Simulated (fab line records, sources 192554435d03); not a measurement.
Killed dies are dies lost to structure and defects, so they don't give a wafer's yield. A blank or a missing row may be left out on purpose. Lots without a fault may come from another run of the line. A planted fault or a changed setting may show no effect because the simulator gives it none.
Problem report in the 8D (eight disciplines) form, filled by code | flow n5_finfet | the parts of the form that need people (team, actions taken, sign-off) are left out

1. THE PROBLEM
spin_speed_rpm at N5_SD_EPI_N_COAT_32 reads a mean of 1636.5 rpm on 6 wafers of 2 lots; wafers without a fault read 1499.7 rpm with a standard deviation of 0.98. That is +99 or more standard deviations from the usual mean.
The step: time 60 s, resist thk 350 nm.
First seen on wafer L118.2, day 5 03:23, on litho_track-02. The record holds 18 wafers of 6 lots with a number at this step. Rule for "out", or "out of limits": more than 4 standard deviations from the usual mean. The other wafers with a number count as sound.

2. WHAT IT IS AND WHAT IT IS NOT
question                    | is                     | is not
which readings at this step | spin_speed_rpm         | heater_power_total_W, resist_line_temp_C
which lots                  | L118, L122             | L110, L112, L131, L132
which wafers of those lots  | all that have a number | -
read on which tools         | litho_track-02         | litho_track-03, litho_track-05
when                        | from day 5 03:23       | up to then (6 sound wafers); but 6 sound wafers of L131, L132 came after

3. SUSPECTS, AND WHAT RULES EACH OUT
Counting: a tool at a process step up to the reading stays a suspect if it ran every lot that is out and no sound lot after the first of them.
- rie_diel-02 at N5_DUMMY_GATE_ETCH_42 (etches SiO2 in CHF3/O2, target depth 3.5 nm, time 31 s): ruled out as a lasting fault. Sound lots L131 ran on it after its first lot that is out, L118 (day 5 02:31).
- rie_diel-02 at N5_DUMMY_GATE_STRIP_48 (strips in N2/H2, time 20 s): ruled out as a lasting fault. Sound lots L131 ran on it after its first lot that is out, L118 (day 5 02:34).
- litho_track-02 at N5_SD_EPI_N_COAT_32 (time 60 s, resist thk 350 nm): kept. It ran every lot that is out, first L118 (day 5 03:23), and no sound lot after that; its last sound lot up to then is L112 (day 3 14:35). Its own readings are out on those wafers: spin_speed_rpm.
Left after counting: litho_track-02 at N5_SD_EPI_N_COAT_32.

4. THE CAUSE (what the simulator had put in)
Process parameter drift: litho_track-02, from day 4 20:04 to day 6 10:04, at N5_SD_EPI_N_COAT_32. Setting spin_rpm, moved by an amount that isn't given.
Counting left only this tool.

5. THE CHAIN OF EFFECTS, in route order
Each row: a reading whose mean over the struck wafers that have a number lies more than 3 standard deviations from the usual. Only readings for which the record gives a usual standard deviation are gone through. hours: the time from each lot's start at the first step in this table that gives one to its start at this step, as a median over the lots. sigmas: the change in usual standard deviations.
hours | step                | reading        | usual      | on struck wafers | change | sigmas
0     | N5_SD_EPI_N_COAT_32 | spin_speed_rpm | 1499.7 rpm | 1636.5           | +136.8 | +99 or more
The process steps in it:
- N5_SD_EPI_N_COAT_32: time 60 s, resist thk 350 nm.
Later measuring or inspecting steps at which every struck wafer that the step has a row for has a number for every such reading, and none has moved that far: N5_BEOL_M4_RC_MEAS_101.

6. WHAT WOULD HAVE CAUGHT IT SOONER
In this record the first reading out of limits was taken at day 5 03:23, 7 hours after the fault began at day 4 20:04.
